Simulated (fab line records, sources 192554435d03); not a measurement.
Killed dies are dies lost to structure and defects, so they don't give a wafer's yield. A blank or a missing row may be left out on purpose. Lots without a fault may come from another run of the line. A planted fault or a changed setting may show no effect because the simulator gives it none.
Split-lot experiment | flow n5_finfet | 7 lots, 21 wafers read, on a route of 1938 steps

THE SPLIT
At N5_BEOL_M13_ILD_DEP_00 (deposits SiOC from DEMS/O2, target thk 837.92 nm, time 166.4 s), the setting time_s was moved away from the recipe's 166.4 s on 6 of the 21 wafers read, by -11.4% to +12.1%. The other wafers ran this setting at the recipe's value.

FROM THE SPLIT TO THE READING: what the file shows between them, 6 steps
- N5_BEOL_M13_THK_MEAS_01
- N5_BEOL_M13_COAT_58: time 60 s, resist thk 89 nm
- N5_BEOL_M13_COAT_04: resist thk 400 nm
- N5_BEOL_M13_DESCUM_15: chemistry O2, time 7.9 s
- N5_BEOL_M13_ETCH_59: etches BARC in N2/H2, target depth 89 nm, overetch 26.7 nm, time 67.9 s
- N5_BEOL_M13_VIA_ETCH_16: etches SiOC in C4F8/O2/Ar, target depth 921.7 nm

THE READING
oes_product_au, in a.u., at N5_BEOL_M13_STRIP_63 (strips in N2/H2). Fault-free wafers of this fab line usually give 0.673 a.u., standard deviation 0.0053 a.u..

wafer  | tool, chamber at the split | time_s as run, s | against the recipe | oes_product_au, a.u. | against lot-mates on the recipe
L074.3 | pecvd-02, 2                | 166.4            | recipe             | 0.667                | -
L074.4 | pecvd-02, 2                | 166.4            | recipe             | 0.671                | -
L074.6 | pecvd-02, 1                | 147.4            | -11.4%             | 0.681                | +0.012
L075.1 | pecvd-02, 2                | 166.4            | recipe             | 0.667                | -
L075.3 | pecvd-02, 1                | 166.4            | recipe             | 0.665                | -
L075.4 | pecvd-02, 2                | 166.4            | recipe             | 0.666                | -
L079.1 | pecvd-04, 2                | 166.4            | recipe             | 0.670                | -
L079.3 | pecvd-04, 0                | 166.4            | recipe             | 0.670                | -
L079.6 | pecvd-04, 2                | 172.7            | +3.8%              | 0.660                | -0.010
L083.2 | pecvd-04, 0                | 166.4            | recipe             | 0.676                | -
L083.4 | pecvd-04, 1                | 166.4            | recipe             | 0.684                | -
L083.6 | pecvd-04, 2                | 186.6            | +12.1%             | 0.651                | -0.029
L087.1 | pecvd-03, 2                | 159.8            | -4.0%              | 0.675                | +0.006
L087.4 | pecvd-03, 0                | 166.4            | recipe             | 0.669                | -
L087.6 | pecvd-03, 2                | 159.8            | -4.0%              | 0.677                | +0.008
L090.3 | pecvd-04, 0                | 166.4            | recipe             | 0.671                | -
L090.4 | pecvd-04, 0                | 166.4            | recipe             | 0.676                | -
L090.5 | pecvd-04, 1                | 166.4            | recipe             | 0.674                | -
L091.2 | pecvd-02, 0                | 166.4            | recipe             | 0.664                | -
L091.5 | pecvd-02, 1                | 166.4            | recipe             | 0.668                | -
L091.6 | pecvd-02, 2                | 180.7            | +8.6%              | 0.657                | -0.009

THE FIT
A straight line over all 21 wafers: oes_product_au changes by -0.00139 a.u. for each +1% of time_s; r = -0.80; the points scatter about the line by 0.0048 a.u..
The same after taking each lot's own level away (the mean of its wafers on the recipe; 21 wafers): -0.00165 a.u. for each +1%; r = -0.91; scatter 0.0034 a.u..
On that fit, the largest move of time_s shifts the reading by 0.02 a.u..
The lots' own levels span 0.6660 to 0.6800 a.u., that is 2.6 times the standard deviation above.
So the lot-to-lot level blurs the effect unless lot-mates are compared.
Check: with one of the wafers moved furthest among these (+12.1%) left out of the fit, the line predicts -0.015 a.u. for it against its lot-mates. It came out at -0.029 a.u. against them.

THE WHOLE CHAIN: every reading that the file lists as answering this split, in the file's order
step                    | what it does                                                   | reading                                                                             | change (the file's fit)                   | r (the file's)
N5_BEOL_M13_ILD_DEP_00  | deposits SiOC from DEMS/O2, target thk 837.92 nm, time 166.4 s | SiOC_of_BEOL_M13_ILD_DEP_00.thk_nm (the simulator's own value, which no gauge read) | +9.15 nm for each +1% of the setting      | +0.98
N5_BEOL_M13_THK_MEAS_01 |                                                                | M13_ILD_THK                                                                         | +9.18 for each +1% of the setting         | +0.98
N5_BEOL_M13_VIA_ETCH_16 | etches SiOC in C4F8/O2/Ar, target depth 921.7 nm               | etch.depth_nm (the simulator's own value, which no gauge read)                      | +9.15 nm for each +1% of the setting      | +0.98
N5_BEOL_M13_VIA_ETCH_16 | etches SiOC in C4F8/O2/Ar, target depth 921.7 nm               | coat_of_BEOL_M13_COAT_04.thk_nm (the simulator's own value, which no gauge read)    | -2.78 nm for each +1% of the setting      | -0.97
N5_BEOL_M13_STRIP_63    | strips in N2/H2                                                | oes_product_au                                                                      | -0.00164 a.u. for each +1% of the setting | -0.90
N5_BEOL_M13_STRIP_63    | strips in N2/H2                                                | strip_time_to_endpoint_s                                                            | withheld for each +1% of the setting      | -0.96

THE FILE'S OWN FIT
oes_product_au changes by -0.00164 a.u. for each +1% of time_s, r = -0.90.
